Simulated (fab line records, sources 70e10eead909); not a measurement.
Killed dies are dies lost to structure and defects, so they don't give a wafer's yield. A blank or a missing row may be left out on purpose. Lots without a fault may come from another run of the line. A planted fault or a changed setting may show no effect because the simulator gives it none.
fab line records | flow nand_harc
record lots=12 wafers=36 last_day=34
route steps=1302 shown P_ZERO_WELL@26 END@1302
lots that met no fault: from a run of the same line without faults
start_h: hours from the record's first day to the start of the lot's first wafer shown | wait_h: hours since the lot's step before | " the same as in the row above | L1.1+2: a row that stands for several wafers | - no value, or no start given | * or withheld: withheld | < > ~ a bound
route shown NAME@n: a module of which the file shows steps, and the number in the route of the first | usual: mean/standard deviation of fault-free wafers | same: alike in all rows | chamber/n: place in a boat | sites: the reading at each site | _std_site: their standard deviation | _edge_site: outer sites' mean less inner sites' | radius_mm: how far each site lies from the wafer's centre | mask NAME#n: copy n | behind: the tool/chamber that last shaped the wafer | hold: why the lot was held/for how many hours/how that ended | device: the transistor (n, p or np) that didn't switch | end of line: the same wafers' tests at the end of the route | a step without rows: its recipe alone | killed: dies lost to structure and defects at the first sort, not the wafer's yield | map: a wafer's dies, x killed, . not, _ none there
set.NAME: the setting as run; set.NAME@STEP: as run at that earlier step | model.NAME: the simulator's own value behind a step, which no gauge read
steps of the route over a sample of lots; a table a step, a row a wafer
services: from which hour (start_h, from the record's first day; less than 0 if before it) a tool's chamber was out of use, for how many hours, and why
## steps
# step NHARC_P_ZERO_WELL_EXPOSE_21
# recipe na=0.6 target_cd_nm=720 dose_mj=22.31 mask_id=P_NWELL
# columns lot.wafer tool chamber start_h wait_h mask
L783.1+2+3 krf_scanner-02 0 22.44 - P_NWELL#0
L785.3+5+6 krf_scanner-02 0 42.35 - P_NWELL#0
L786.1+2+3 krf_scanner-02 0 52.29 - P_NWELL#0
L789.1+2+4 krf_scanner-02 0 82.43 - P_NWELL_R1#0
L793.2+4+6 krf_scanner-01 0 122.44 - P_NWELL#0
L798.1+2+4 krf_scanner-01 0 172.32 - P_NWELL#0
L799.2+3+6 krf_scanner-02 0 182.60 - P_NWELL#0
L802.1+3+5 krf_scanner-01 0 212.44 - P_NWELL#0
L803.3+4+5 krf_scanner-02 0 222.71 - P_NWELL#0
L804.1+4+5 krf_scanner-02 0 232.43 - P_NWELL#0
L805.3+4+5 krf_scanner-02 0 242.47 - P_NWELL#0
L806.1+4+5 krf_scanner-01 0 252.67 - P_NWELL#0
# step NHARC_P_ZERO_WELL_CD_MEAS_24
# recipe target_cd_nm=720 landing_energy_ev=500
# usual cd_nm=719.3/1.4
# columns lot.wafer tool chamber start_h wait_h cd_nm
L783.1 cd_sem-01 0 22.60 - 717.7
L783.2 " 0 " " 716.9
L783.3 " 0 " " 718.1
L785.3 cd_sem-02 0 42.51 - 720.0
L785.5 " 0 " " 718.4
L785.6 " 0 " " 718.7
L786.1 cd_sem-01 0 52.45 - 717.2
L786.2 " 0 " " 716.5
L786.3 " 0 " " 718.4
L789.1 cd_sem-01 0 82.59 - 714.8
L789.2 " 0 " " 714.6
L789.4 " 0 " " 714.5
L793.2 cd_sem-02 0 122.59 - 720.5
L793.4 " 0 " " 720.4
L793.6 " 0 " " 719.4
L798.1 cd_sem-01 0 172.49 - 716.9
L798.2 " 0 " " 717.9
L798.4 " 0 " " 718.3
L799.2 cd_sem-03 0 182.76 - 719.0
L799.3 " 0 " " 721.8
L799.6 " 0 " " 719.5
L802.1 cd_sem-01 0 212.60 - 717.5
L802.3 " 0 " " 717.7
L802.5 " 0 " " 719.5
L803.3 cd_sem-03 0 222.86 - 716.7
L803.4 " 0 " " 717.7
L803.5 " 0 " " 719.0
L804.1 cd_sem-02 0 232.59 - 720.7
L804.4 " 0 " " 721.6
L804.5 " 0 " " 721.2
L805.3 cd_sem-01 0 242.62 - 721.0
L805.4 " 0 " " 720.4
L805.5 " 0 " " 720.0
L806.1 cd_sem-03 0 252.83 - 719.1
L806.4 " 0 " " 720.1
L806.5 " 0 " " 717.8
# step NHARC_P_ZERO_WELL_DESCUM_26
# recipe time_s=3 o2_flow_sccm=200 ar_flow_sccm=0 bias_power_w=0 chemistry=O2
# usual drypump_motor_current_A=6.0/0.38 oes_product_au=1.001/0.0068 rf_vpp_V=57.7/0.9 showerhead_plenum_p_Torr=1.89/0.09 throttle_valve_pct=11.311/0.0089
# columns lot.wafer tool chamber start_h wait_h drypump_motor_current_A oes_product_au rf_hours_counter_h rf_vpp_V showerhead_plenum_p_Torr throttle_valve_pct
L783.1 rie_diel-06 2 22.76 - 6.4 1.007 12 57.8 1.99 11.318
L783.2 " 3 " " 6.5 0.996 16 59.1 2.07 11.307
L783.3 " 1 " " 6.4 1.000 12 57.4 1.80 11.311
L785.3 rie_diel-01 0 42.66 - 5.6 1.011 2 58.1 1.88 11.300
L785.5 " 0 " " 5.6 1.006 - 57.2 1.88 11.316
L785.6 " 1 " " 5.4 1.003 - 57.7 1.90 11.312
L786.2 rie_diel-01 3 52.61 - 5.9 1.007 3 55.8 1.78 11.311
L786.1 " 1 " " 5.4 0.992 3 58.2 1.90 11.332
L786.3 " 2 " " 6.1 1.007 3 58.1 1.80 11.309
L789.4 rie_diel-04 2 82.76 - 6.3 0.999 21 59.1 2.00 11.306
L789.2 " 3 " " 5.5 1.000 22 57.4 1.79 11.320
L789.1 " 0 " " 6.2 1.004 23 57.3 1.85 11.320
L793.4 rie_diel-04 0 122.77 - 6.2 1.015 31 58.7 1.85 11.312
L793.2 " 1 " " 6.3 0.995 38 56.6 1.88 11.314
L793.6 " 2 " " 6.3 1.012 - 57.6 1.99 11.313
L798.1 rie_diel-06 2 172.65 - 6.4 0.986 14 58.8 1.98 11.317
L798.2 " 0 " " 6.0 0.989 11 57.6 1.92 11.323
L798.4 " 1 " " 6.4 0.992 13 56.3 1.78 11.303
L799.3 rie_diel-01 2 182.95 - 6.1 1.007 44 56.2 1.79 11.314
L799.2 " 3 " " 5.9 0.998 43 56.6 1.76 11.310
L799.6 " 0 " " 5.7 0.994 - 57.1 1.86 11.316
L802.1 rie_diel-04 1 212.77 - 6.3 0.994 7 56.9 1.87 11.317
L802.3 " 0 " " 6.2 1.002 8 59.1 1.84 11.314
L802.5 " 2 " " 6.3 1.002 - 58.7 1.98 11.312
L803.3 rie_diel-06 3 224.50 - 6.5 0.995 36 58.0 2.05 11.308
L803.4 " 2 " " 6.5 1.000 35 58.2 1.97 11.309
L803.5 " 3 " " 6.5 0.998 - 57.7 2.05 11.307
L804.4 rie_diel-04 1 232.75 - 6.3 1.000 13 57.0 1.87 11.314
L804.1 " 2 " " 6.3 0.992 12 58.4 1.98 11.315
L804.5 " 2 " " 6.3 0.992 - 58.6 1.98 11.307
L805.3 rie_diel-01 0 242.79 - 5.6 0.994 16 58.5 1.86 11.317
L805.4 " 1 " " 5.4 1.006 15 57.3 1.88 11.303
L805.5 " 0 " " 5.7 0.997 - 57.1 1.86 11.299
L806.4 rie_diel-04 3 252.99 - 5.4 0.999 21 57.3 1.77 11.298
L806.1 " 0 " " 6.2 1.002 23 57.6 1.83 11.306
L806.5 " 3 " " 5.5 1.009 - 57.8 1.77 11.322
# step NHARC_P_ZERO_WELL_DESCUM_54
# recipe time_s=3 o2_flow_sccm=200 ar_flow_sccm=0 bias_power_w=0 chemistry=O2
# usual drypump_motor_current_A=6.0/0.38 oes_product_au=1.002/0.0073 rf_vpp_V=57.6/0.82 showerhead_plenum_p_Torr=1.87/0.086 throttle_valve_pct=11.311/0.0095
# columns lot.wafer tool chamber start_h wait_h drypump_motor_current_A oes_product_au rf_hours_counter_h rf_vpp_V showerhead_plenum_p_Torr throttle_valve_pct
L783.2 rie_diel-01 1 26.05 - 5.4 1.000 52 57.6 1.90 11.317
L783.3 " 2 " " 6.1 0.988 53 56.0 1.80 11.325
L783.1 " 0 " " 5.7 1.007 54 57.3 1.88 11.303
L785.3 rie_diel-06 2 45.95 - 6.4 1.012 19 56.8 1.99 11.311
L785.5 " 1 " " 6.4 1.001 - 57.6 1.79 11.304
L785.6 " 2 " " 6.4 1.012 - 58.2 1.99 11.283
L786.3 rie_diel-04 1 55.77 - 6.3 0.996 16 58.1 1.89 11.311
L786.1 " 3 " " 5.5 0.999 15 58.8 1.79 11.287
L786.2 " 0 " " 6.2 1.004 17 57.6 1.85 11.316
L789.1 rie_diel-06 2 85.80 - 6.5 0.999 29 55.8 1.99 11.326
L789.2 " 3 " " 6.5 0.996 36 57.6 2.06 11.318
L789.4 " 1 " " 6.4 1.002 - 58.7 1.79 11.314
L793.2 rie_diel-01 3 126.04 - 5.9 1.009 23 57.0 1.77 11.311
L793.4 " 2 " " 6.1 1.015 25 56.2 1.80 11.313
L793.6 " 3 " " 5.9 1.014 - 57.8 1.77 11.315
L798.4 rie_diel-01 2 175.96 - 6.1 0.999 43 57.5 1.79 11.305
L798.2 " 0 " " 5.7 1.004 45 57.7 1.86 11.309
L798.1 " 1 " " 5.4 1.004 47 56.3 1.89 11.315
L799.2 rie_diel-01 1 186.19 - 5.4 0.999 49 56.8 1.89 11.322
L799.3 " 0 " " 5.7 1.000 48 56.5 1.86 11.306
L799.6 " 1 " " 5.4 0.990 - 58.3 1.89 11.300
L802.3 rie_diel-04 3 216.07 - 5.5 1.001 7 56.1 1.77 11.323
L802.1 " 0 " " 6.2 0.988 8 57.4 1.84 11.330
L802.5 " 2 " " 6.3 0.989 - 58.0 1.98 11.297
L803.4 rie_diel-04 3 227.65 - 5.5 1.003 14 56.8 1.77 11.323
L803.3 " 2 " " 6.3 0.987 10 57.3 1.98 11.315
L803.5 " 0 " " 6.2 1.001 - 57.5 1.84 11.325
L804.4 rie_diel-01 1 236.07 - 5.4 1.004 14 58.2 1.88 11.319
L804.1 " 0 " " 5.6 0.993 14 56.5 1.86 11.307
L804.5 " 2 " " 6.1 1.008 - 57.1 1.79 11.321
L805.3 rie_diel-04 2 245.95 - 6.3 0.997 15 59.4 1.98 11.322
L805.4 " 3 " " 5.4 1.009 19 58.0 1.77 11.300
L805.5 " 0 " " 6.2 0.992 - 57.8 1.83 11.320
L806.1 rie_diel-01 2 256.29 - 6.1 1.000 14 57.8 1.78 11.320
L806.4 " 3 " " 5.9 1.005 15 56.7 2.07 11.322
L806.5 " 1 " " 5.4 0.999 - 58.0 1.88 11.314
# step NHARC_P_ZERO_WELL_RTA_42
# recipe temp_c=1100 time_s=300
# usual lamp_power_pct=38.0/1.8 lamp_zone_6_pct=38.0/1.8 wafer_temp_C_max=1104.4/1.2
# columns lot.wafer tool chamber start_h wait_h lamp_power_pct lamp_zone_6_pct wafer_temp_C_max
L783.1 rtp_anneal-01 0 27.03 - 39.8 39.9 1103.3
L783.2 " 0 " " 39.8 39.8 1104.0
L783.3 " 0 " " 39.8 39.9 1105.5
L785.3 rtp_anneal-01 0 47.14 - 39.8 39.7 1105.4
L785.5 " 0 " " 39.8 39.8 1105.8
L785.6 " 0 " " 39.7 39.8 1104.7
L786.1 rtp_anneal-01 0 56.74 - 39.8 39.8 1105.1
L786.2 " 0 " " 39.8 39.7 1104.2
L786.3 " 0 " " 39.8 39.8 1104.8
L789.1 rtp_anneal-02 0 86.81 - 36.2 36.2 1103.0
L789.2 " 0 " " 36.2 36.2 1102.8
L789.4 " 0 " " 36.3 36.3 1102.9
L793.2 rtp_anneal-02 0 127.13 - 36.2 36.2 1103.8
L793.4 " 0 " " 36.2 36.2 1104.4
L793.6 " 0 " " 36.2 36.2 1104.2
L798.1 rtp_anneal-02 0 176.94 - 36.2 36.2 1105.0
L798.2 " 0 " " 36.2 36.1 1104.3
L798.4 " 0 " " 36.2 36.1 1104.0
L799.2 rtp_anneal-01 0 187.27 - 39.8 39.8 1106.8
L799.3 " 0 " " 39.9 39.9 1106.4
L799.6 " 0 " " 39.9 39.8 1104.6
L802.1 rtp_anneal-02 0 217.01 - 36.1 36.2 1103.9
L802.3 " 0 " " 36.2 36.1 1103.2
L802.5 " 0 " " 36.1 36.1 1103.9
L803.3 rtp_anneal-02 0 228.84 - 36.2 36.2 1105.4
L803.4 " 0 " " 36.3 36.2 1103.2
L803.5 " 0 " " 36.3 36.2 1104.1
L804.1 rtp_anneal-01 0 237.15 - 39.8 39.8 1105.1
L804.4 " 0 " " 39.9 39.8 1104.8
L804.5 " 0 " " 39.8 39.8 1104.5
L805.3 rtp_anneal-01 0 247.23 - 39.9 39.8 1104.3
L805.4 " 0 " " 39.8 39.8 1105.3
L805.5 " 0 " " 39.8 39.7 1106.5
L806.1 rtp_anneal-02 0 257.35 - 36.3 36.2 1105.2
L806.4 " 0 " " 36.3 36.2 1104.2
L806.5 " 0 " " 36.3 36.3 1103.8
# step NHARC_END_SORT_01
# recipe temp_c=25
# usual killed_at_array=52/17 killed_at_other=0.8/1.1 killed_at_periphery=3.2/2.2 killed_dies=57/17 killed_open=3.4/1.8 killed_short=2.4/1.6
# same gross_dies=677
# columns lot.wafer tool chamber start_h wait_h killed_at_array killed_at_other killed_at_periphery killed_dies killed_open killed_short
L783.1 prober-02 0 565.60 2.5 74 2 5 81 4 6
L783.2 prober-02 0 566.41 2.8 54 3 4 61 5 1
L783.3 prober-02 0 567.21 3.1 57 0 7 64 3 1
L785.3 prober-01 0 577.30 3.1 21 1 4 26 0 3
L785.5 prober-01 0 578.90 3.7 20 0 2 22 4 2
L785.6 prober-01 0 579.69 4.0 22 0 4 26 1 2
L786.1 prober-01 0 585.80 2.5 44 0 0 44 3 2
L786.2 prober-01 0 586.60 2.8 38 0 3 41 4 2
L786.3 prober-01 0 587.40 3.1 43 0 1 44 2 5
L789.1 prober-02 0 619.43 2.5 60 1 4 65 6 4
L789.2 prober-02 0 620.23 2.8 55 0 3 58 4 3
L789.4 prober-02 0 621.82 3.4 44 1 2 47 4 1
L793.2 prober-02 0 656.48 2.8 15 0 2 17 2 1
L793.4 prober-02 0 658.08 3.4 24 1 4 29 6 0
L793.6 prober-02 0 659.67 4.0 24 2 1 27 1 1
L798.1 prober-01 0 702.38 2.5 63 1 6 70 6 3
L798.2 prober-01 0 703.18 2.8 38 3 5 46 2 0
L798.4 prober-01 0 704.80 3.4 55 3 10 68 4 2
L799.2 prober-02 0 710.93 2.8 50 0 3 53 4 3
L799.3 prober-02 0 711.73 3.1 46 0 0 46 3 2
L799.6 prober-02 0 714.13 4.0 40 0 3 43 2 2
L802.1 prober-01 0 765.20 2.5 40 1 2 43 3 1
L802.3 prober-01 0 766.80 3.1 38 0 1 39 0 7
L802.5 prober-01 0 768.39 3.7 36 0 2 38 1 1
L803.3 prober-02 0 766.82 3.1 41 0 0 41 5 3
L803.4 prober-02 0 767.61 3.4 52 2 4 58 4 2
L803.5 prober-02 0 768.39 3.6 53 1 1 55 5 0
L804.1 prober-02 0 782.36 2.5 38 0 4 42 4 3
L804.4 prober-02 0 784.75 3.4 30 0 2 32 3 3
L804.5 prober-02 0 785.55 3.7 31 1 4 36 5 3
L805.3 prober-01 0 794.41 3.1 62 0 2 64 4 5
L805.4 prober-01 0 795.21 3.4 58 1 3 62 3 1
L805.5 prober-01 0 796.01 3.7 64 0 4 68 2 1
L806.1 prober-02 0 803.35 2.5 43 0 8 51 2 1
L806.4 prober-02 0 805.71 3.4 40 0 1 41 3 2
L806.5 prober-02 0 806.50 3.6 49 0 7 56 4 3
# killed by level:class
L783.1 A_CHANNEL_HOLE_D1:chamber_film_flake=36 A_SLIT:chamber_film_flake=21 A_STAIRCASE:chamber_film_flake=3 A_CHANNEL_FILL_D1:geometric_particle:short=2 A_CHANNEL_FILL_D2:geometric_particle:short=2 P_M1:chamber_film_flake=2 A_CHANNEL_HOLE_D2:chamber_film_flake=2 A_CONTACT:chamber_film_flake=2
L783.2 A_CHANNEL_HOLE_D1:chamber_film_flake=25 A_SLIT:chamber_film_flake=12 A_CHANNEL_HOLE_D2:chamber_film_flake=4 A_CONTACT:chamber_film_flake=3 THIN_TSV:chamber_film_flake=3 P_M1:chamber_film_flake=2 A_STAIRCASE:chamber_film_flake=2 P_CONTACT:geometric_particle:open=1
L783.3 A_CHANNEL_HOLE_D1:chamber_film_flake=25 A_SLIT:chamber_film_flake=18 P_M1:chamber_film_flake=4 A_CHANNEL_HOLE_D2:chamber_film_flake=4 A_ZERO_WELL:chamber_film_flake=3 A_CONTACT:chamber_film_flake=3 P_M0:geometric_particle:open=1 A_CHANNEL_FILL_D2:geometric_particle:short=1
L785.3 A_CONTACT:chamber_film_flake=7 A_STAIRCASE:chamber_film_flake=4 A_DECK1_JOINT:chamber_film_flake=3 A_CHANNEL_HOLE_D2:chamber_film_flake=2 P_M0:geometric_particle:short=1 A_DECK1_JOINT:geometric_particle:short=1 A_SGD_CUT:geometric_particle:short=1 P_ZERO_WELL:chamber_film_flake=1
L785.5 A_CHANNEL_HOLE_D2:chamber_film_flake=7 A_DECK1_JOINT:chamber_film_flake=3 A_STAIRCASE:chamber_film_flake=3 P_M0:geometric_particle:open=2 A_WL_FILL:geometric_particle:short=2 A_CHANNEL_HOLE_D1:geometric_particle:open=1 A_CONTACT:geometric_particle:open=1 A_CHANNEL_HOLE_D1:chamber_film_flake=1
L785.6 A_CHANNEL_HOLE_D2:chamber_film_flake=7 A_STAIRCASE:chamber_film_flake=4 A_CONTACT:chamber_film_flake=3 P_STI:chamber_film_flake=2 A_CHANNEL_HOLE_D1:chamber_film_flake=2 A_CHANNEL_FILL_D1:geometric_particle:open=1 A_DECK1_JOINT:geometric_particle:short=1 A_ONON_D2:geometric_particle:short=1
L786.1 A_CHANNEL_HOLE_D2:chamber_film_flake=29 A_CHANNEL_HOLE_D1:chamber_film_flake=3 A_CHANNEL_FILL_D2:chamber_film_flake=3 A_ONON_D1:geometric_particle:open=1 A_ONON_D2:geometric_particle:short=1 A_CHANNEL_FILL_D2:geometric_particle:open=1 A_CONTACT:geometric_particle:short=1 A_M0:geometric_particle:open=1
L786.2 A_CHANNEL_HOLE_D2:chamber_film_flake=25 A_DECK1_JOINT:chamber_film_flake=3 A_WL_FILL:geometric_particle:short=2 P_ZERO_WELL:chamber_film_flake=2 A_CONTACT:chamber_film_flake=2 P_M0:geometric_particle:open=1 A_ONON_D1:geometric_particle:open=1 A_CHANNEL_FILL_D1:geometric_particle:open=1
L786.3 A_CHANNEL_HOLE_D2:chamber_film_flake=30 A_CHANNEL_FILL_D2:chamber_film_flake=3 A_CONTACT:chamber_film_flake=3 A_CHANNEL_HOLE_D1:geometric_particle:short=2 P_M0:geometric_particle:short=1 A_CHANNEL_HOLE_D1:geometric_particle:open=1 A_WL_FILL:geometric_particle:short=1 A_M0:geometric_particle:open=1
L789.1 A_CHANNEL_HOLE_D1:chamber_film_flake=30 A_CHANNEL_HOLE_D2:chamber_film_flake=13 A_SLIT:chamber_film_flake=4 A_CONTACT:chamber_film_flake=3 A_ONON_D1:geometric_particle:open=2 A_M0:geometric_particle:open=2 P_GATE:geometric_particle:short=1 P_CONTACT:geometric_particle:short=1
L789.2 A_CHANNEL_HOLE_D1:chamber_film_flake=25 A_CHANNEL_HOLE_D2:chamber_film_flake=16 A_SLIT:chamber_film_flake=4 A_CONTACT:chamber_film_flake=3 A_CHANNEL_FILL_D1:geometric_particle:short=2 P_GATE:geometric_particle:open=1 P_M0:geometric_particle:open=1 A_ONON_D1:geometric_particle:open=1
L789.4 A_CHANNEL_HOLE_D1:chamber_film_flake=22 A_CHANNEL_HOLE_D2:chamber_film_flake=7 A_CONTACT:chamber_film_flake=5 A_M1:geometric_particle:open=3 A_ZERO_WELL:chamber_film_flake=2 A_CHANNEL_FILL_D1:geometric_particle:open=1 A_CHANNEL_FILL_D2:geometric_particle:short=1 P_ZERO_WELL:chamber_film_flake=1
L793.2 A_CONTACT:chamber_film_flake=8 A_CHANNEL_HOLE_D1:chamber_film_flake=2 P_M2:geometric_particle:open=1 A_CHANNEL_FILL_D1:geometric_particle:short=1 A_CHANNEL_FILL_D2:geometric_particle:open=1 P_STI:chamber_film_flake=1 A_CHANNEL_HOLE_D2:unspecified=1 A_CHANNEL_FILL_D2:chamber_film_flake=1
L793.4 A_CHANNEL_HOLE_D1:chamber_film_flake=5 A_CONTACT:chamber_film_flake=5 A_SLIT:chamber_film_flake=3 A_WL_FILL:geometric_particle:open=2 A_CHANNEL_HOLE_D2:unspecified=2 A_CHANNEL_HOLE_D2:chamber_film_flake=2 A_CHANNEL_FILL_D2:chamber_film_flake=2 P_M2:geometric_particle:open=1
L793.6 A_CHANNEL_HOLE_D1:chamber_film_flake=6 A_CONTACT:chamber_film_flake=5 A_CHANNEL_HOLE_D2:unspecified=4 A_ZERO_WELL:chamber_film_flake=2 A_SLIT:chamber_film_flake=2 THIN_TSV:chamber_film_flake=2 A_SGD_CUT:geometric_particle:short=1 A_M0:geometric_particle:open=1
L798.1 A_SLIT:chamber_film_flake=25 A_CHANNEL_HOLE_D2:chamber_film_flake=17 A_CHANNEL_HOLE_D1:chamber_film_flake=6 A_BLC:geometric_particle:open=3 P_CONTACT:chamber_film_flake=3 A_CHANNEL_FILL_D1:chamber_film_flake=2 A_STAIRCASE:chamber_film_flake=2 A_WL_FILL:chamber_film_flake=2
L798.2 A_SLIT:chamber_film_flake=18 A_CHANNEL_HOLE_D2:chamber_film_flake=9 A_CHANNEL_HOLE_D1:chamber_film_flake=3 A_BLC:chamber_film_flake=3 THIN_TSV:chamber_film_flake=3 P_CONTACT:chamber_film_flake=2 A_CHANNEL_FILL_D1:chamber_film_flake=2 P_CONTACT:geometric_particle:open=1
L798.4 A_CHANNEL_HOLE_D2:chamber_film_flake=22 A_SLIT:chamber_film_flake=22 P_CONTACT:chamber_film_flake=8 A_CHANNEL_HOLE_D1:chamber_film_flake=4 THIN_TSV:chamber_film_flake=3 A_CHANNEL_HOLE_D2:geometric_particle:open=2 P_GATE:geometric_particle:open=1 A_ONON_D2:geometric_particle:short=1
L799.2 A_CHANNEL_HOLE_D1:chamber_film_flake=32 A_WL_FILL:chamber_film_flake=5 A_M0:geometric_particle:open=3 A_SLIT:chamber_film_flake=3 A_CONTACT:chamber_film_flake=2 P_M0:geometric_particle:open=1 A_CHANNEL_HOLE_D1:geometric_particle:short=1 A_WL_FILL:geometric_particle:short=1
L799.3 A_CHANNEL_HOLE_D1:chamber_film_flake=30 A_SLIT:chamber_film_flake=7 A_SOURCE_PLATE:geometric_particle:short=1 A_SOURCE_PLATE:geometric_particle:open=1 A_CHANNEL_FILL_D1:geometric_particle:open=1 A_CHANNEL_FILL_D2:geometric_particle:short=1 A_M0:geometric_particle:open=1 A_ZERO_WELL:chamber_film_flake=1
L799.6 A_CHANNEL_HOLE_D1:chamber_film_flake=19 A_WL_FILL:chamber_film_flake=4 A_CONTACT:chamber_film_flake=4 A_STAIRCASE:chamber_film_flake=3 A_SLIT:chamber_film_flake=3 A_ONON_D1:geometric_particle:short=1 A_CHANNEL_FILL_D1:geometric_particle:open=1 A_WL_FILL:geometric_particle:short=1
L802.1 A_CHANNEL_HOLE_D1:chamber_film_flake=13 A_CONTACT:chamber_film_flake=11 A_STAIRCASE:chamber_film_flake=8 A_SLIT:chamber_film_flake=5 P_GATE:geometric_particle:open=1 A_CHANNEL_HOLE_D2:geometric_particle:open=1 A_CHANNEL_FILL_D2:geometric_particle:short=1 A_M0:geometric_particle:open=1
L802.3 A_CHANNEL_HOLE_D1:chamber_film_flake=18 A_STAIRCASE:chamber_film_flake=5 A_SLIT:chamber_film_flake=4 A_CONTACT:chamber_film_flake=4 A_SGD_CUT:geometric_particle:short=2 P_M1:geometric_particle:short=1 A_ONON_D1:geometric_particle:short=1 A_ONON_D2:geometric_particle:short=1
L803.3 A_SLIT:chamber_film_flake=21 A_CHANNEL_HOLE_D1:chamber_film_flake=10 A_WL_FILL:geometric_particle:open=2 A_CONTACT:chamber_film_flake=2 A_CHANNEL_FILL_D1:geometric_particle:short=1 A_CHANNEL_FILL_D2:geometric_particle:short=1 A_CHANNEL_FILL_D2:geometric_particle:open=1 A_SGD_CUT:geometric_particle:open=1
L803.4 A_SLIT:chamber_film_flake=40 A_CHANNEL_HOLE_D1:chamber_film_flake=8 A_CONTACT:chamber_film_flake=2 P_STI:geometric_particle:open=1 P_GATE:geometric_particle:open=1 P_CONTACT:geometric_particle:open=1 A_CHANNEL_FILL_D1:geometric_particle:short=1 A_M0:geometric_particle:short=1
L802.5 A_CHANNEL_HOLE_D1:chamber_film_flake=17 A_SLIT:chamber_film_flake=6 A_STAIRCASE:chamber_film_flake=5 A_CONTACT:chamber_film_flake=5 P_STI:chamber_film_flake=2 A_ONON_D2:geometric_particle:open=1 A_ONON_D2:geometric_particle:short=1 A_WL_FILL:chamber_film_flake=1
L803.5 A_SLIT:chamber_film_flake=32 A_CHANNEL_HOLE_D1:chamber_film_flake=11 A_CONTACT:chamber_film_flake=5 P_CONTACT:geometric_particle:open=1 A_DECK1_JOINT:geometric_particle:open=1 A_CHANNEL_FILL_D2:geometric_particle:open=1 A_WL_FILL:geometric_particle:open=1 A_M1:geometric_particle:open=1
L804.1 A_CHANNEL_HOLE_D1:chamber_film_flake=12 A_SLIT:chamber_film_flake=6 A_M0:chamber_film_flake=5 A_STAIRCASE:chamber_film_flake=4 A_CONTACT:chamber_film_flake=3 A_CHANNEL_FILL_D1:geometric_particle:open=2 P_STI:chamber_film_flake=2 P_CONTACT:geometric_particle:open=1
L804.4 A_CHANNEL_HOLE_D1:chamber_film_flake=13 A_SLIT:chamber_film_flake=5 A_M0:chamber_film_flake=3 A_CHANNEL_FILL_D1:geometric_particle:short=2 A_CHANNEL_HOLE_D2:chamber_film_flake=2 P_CONTACT:geometric_particle:open=1 P_M2:geometric_particle:short=1 A_CHANNEL_FILL_D1:geometric_particle:open=1
L804.5 A_CHANNEL_HOLE_D1:chamber_film_flake=13 A_SLIT:chamber_film_flake=9 A_M0:chamber_film_flake=3 A_WL_FILL:geometric_particle:open=2 P_GATE:geometric_particle:open=1 P_M1:geometric_particle:short=1 A_ONON_D1:geometric_particle:open=1 A_ONON_D2:geometric_particle:open=1
L805.3 A_SLIT:chamber_film_flake=24 A_CHANNEL_HOLE_D2:chamber_film_flake=20 A_CONTACT:chamber_film_flake=3 A_CHANNEL_HOLE_D1:chamber_film_flake=2 A_DECK1_JOINT:chamber_film_flake=2 A_STAIRCASE:chamber_film_flake=2 A_WL_FILL:chamber_film_flake=2 P_M0:geometric_particle:open=1
L805.4 A_SLIT:chamber_film_flake=31 A_CHANNEL_HOLE_D2:chamber_film_flake=19 A_CONTACT:chamber_film_flake=3 P_CONTACT:geometric_particle:open=1 P_M0:geometric_particle:open=1 A_SOURCE_PLATE:geometric_particle:short=1 A_ONON_D1:geometric_particle:open=1 P_ZERO_WELL:chamber_film_flake=1
L805.5 A_SLIT:chamber_film_flake=36 A_CHANNEL_HOLE_D2:chamber_film_flake=17 A_CONTACT:chamber_film_flake=6 P_M0:chamber_film_flake=2 P_CONTACT:geometric_particle:open=1 A_CHANNEL_FILL_D1:geometric_particle:short=1 A_CONTACT:geometric_particle:open=1 P_ZERO_WELL:chamber_film_flake=1
L806.1 A_CHANNEL_HOLE_D2:chamber_film_flake=21 A_SLIT:chamber_film_flake=12 A_CONTACT:chamber_film_flake=5 P_ZERO_WELL:chamber_film_flake=2 P_STI:chamber_film_flake=2 P_M2:chamber_film_flake=2 P_GATE:geometric_particle:open=1 A_CHANNEL_FILL_D2:geometric_particle:open=1
L806.4 A_CHANNEL_HOLE_D2:chamber_film_flake=20 A_SLIT:chamber_film_flake=7 A_CONTACT:chamber_film_flake=3 A_STAIRCASE:chamber_film_flake=2 P_M0:geometric_particle:open=1 A_CHANNEL_HOLE_D1:geometric_particle:short=1 A_DECK1_JOINT:geometric_particle:short=1 A_ONON_D2:geometric_particle:open=1
L806.5 A_CHANNEL_HOLE_D2:chamber_film_flake=20 A_CONTACT:chamber_film_flake=11 A_SLIT:chamber_film_flake=9 P_M2:chamber_film_flake=3 P_STI:chamber_film_flake=2 A_CHANNEL_HOLE_D1:chamber_film_flake=2 P_CONTACT:geometric_particle:open=1 P_M0:geometric_particle:short=1
## services
# columns tool chamber start_h hours kind
rie_diel-04 - 1.24 9.0 pm
rie_diel-06 1 1.39 10.0 repair
rie_diel-01 0 8.05 - clean
rie_diel-01 1 8.05 - clean
rie_diel-01 2 8.05 - clean
rie_diel-01 3 8.05 - clean
rtp_anneal-02 - 12.00 12.0 pm
krf_scanner-01 - 23.15 1.3 repair
rie_diel-01 - 26.83 9.0 pm
rie_diel-01 0 26.83 9.0 vent_cycle
rie_diel-01 1 26.83 9.0 vent_cycle
rie_diel-01 2 26.83 9.0 vent_cycle
rie_diel-06 2 40.87 4.5 repair
rie_diel-01 2 53.44 4.5 repair
rie_diel-06 0 83.36 2.7 repair
krf_scanner-02 - 94.00 4.0 pm
rie_diel-04 0 103.79 15.7 repair
krf_scanner-01 - 106.31 0.2 repair
rie_diel-01 1 129.90 6.6 repair
rie_diel-06 - 130.21 9.0 pm
krf_scanner-01 - 140.00 4.0 pm
rie_diel-04 - 178.24 9.0 pm
rie_diel-01 - 203.83 9.0 pm
krf_scanner-01 - 247.06 0.3 repair
## key
first_sign step=NHARC_P_ZERO_WELL_EXPOSE_21 reading=mask direction=changed
effect step=NHARC_P_ZERO_WELL_CD_MEAS_24 reading=cd_nm direction=down sigmas=3.3 usual=719.3 struck=714.6
met_at NHARC_P_ZERO_WELL_EXPOSE_21
struck_lots L789
tester_left_out L789
not_acting_at NHARC_P_ZERO_WELL_DESCUM_26,NHARC_P_ZERO_WELL_DESCUM_54,NHARC_P_ZERO_WELL_RTA_42
onset_between 52.29 82.43
fault kind=wrong_mask tool=any chamber=- onset_h=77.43 steps=NHARC_P_ZERO_WELL_EXPOSE_21 aux_copy=P_NWELL_R1#0 cd_offset_nm=-5.9699 scope=struck_lots_only
# tester_left_out: of these lots the tester's yield and bins aren't shown, on N5 and GAA mostly nor the transistor test; their killed dies are dies lost to structure and defects alone, not to doping, threshold or leakage, so they don't give the yield
